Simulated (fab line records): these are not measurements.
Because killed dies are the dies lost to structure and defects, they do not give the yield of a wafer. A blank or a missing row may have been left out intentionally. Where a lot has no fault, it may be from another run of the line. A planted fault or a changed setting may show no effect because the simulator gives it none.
Matching of chambers | flow nand-harc | rie-diel-03 running NHARC_A_BONDPAD_STRIP_15: 4 sister chambers
The step strips in O2. 8 wafers are shown with their chamber, then 8 later ones without.

WAFERS WITH THEIR CHAMBER
wafer  | chamber | drypump-motor-current-A (A) | oes-product-au (a.u.)
L913.6 | 3       | 5.70                        | 1.005
L915.2 | 0       | 5.39                        | 0.990
L918.2 | 3       | 5.62                        | 1.005
L917.5 | 2       | 6.07                        | 0.995
L919.2 | 1       | 5.64                        | 0.987
L919.3 | 0       | 5.37                        | 0.998
L919.5 | 2       | 6.01                        | 1.010
L930.1 | 1       | 5.65                        | 0.990

WAFERS MISSING THEIR CHAMBER
wafer  | drypump-motor-current-A (A) | oes-product-au (a.u.)
L930.5 | 5.62                        | 1.000
L930.6 | 6.03                        | 0.995
L933.1 | 5.64                        | 0.983
L933.2 | 6.07                        | 0.999
L933.3 | 5.68                        | 1.004
L935.1 | 5.65                        | 0.985
L935.5 | 5.67                        | 1.005
L935.6 | 6.05                        | 0.993

WHICH CHAMBER EACH WENT THROUGH
wafer  | from the rows above     | in truth
L930.5 | can't be placed: 3 or 1 | 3
L930.6 | 2                       | 2
L933.1 | 1                       | 1
L933.2 | 2                       | 2
L933.3 | 3                       | 3
L935.1 | 1                       | 1
L935.5 | 3                       | 3
L935.6 | 2                       | 2
Correct placement for 7 of the 8. Can't be placed from these rows: 1 (the true chamber is among the candidates in 1). Wrongly placed: 0.
How it was worked out, from the rows above alone: a wafer's distance from a chamber is the root of the sum, over the readings, of the square of ((its reading less the chamber's mean) divided by the reading's scatter). If the next closest chamber is less than 2 further off than the closest, the wafer can't be placed; otherwise it belongs to the closest. A chamber's mean is the mean of its shown wafers. The scatter: the root of (the sum of the squares of (reading less its chamber's mean) over the shown wafers, divided by (wafers less chambers)).
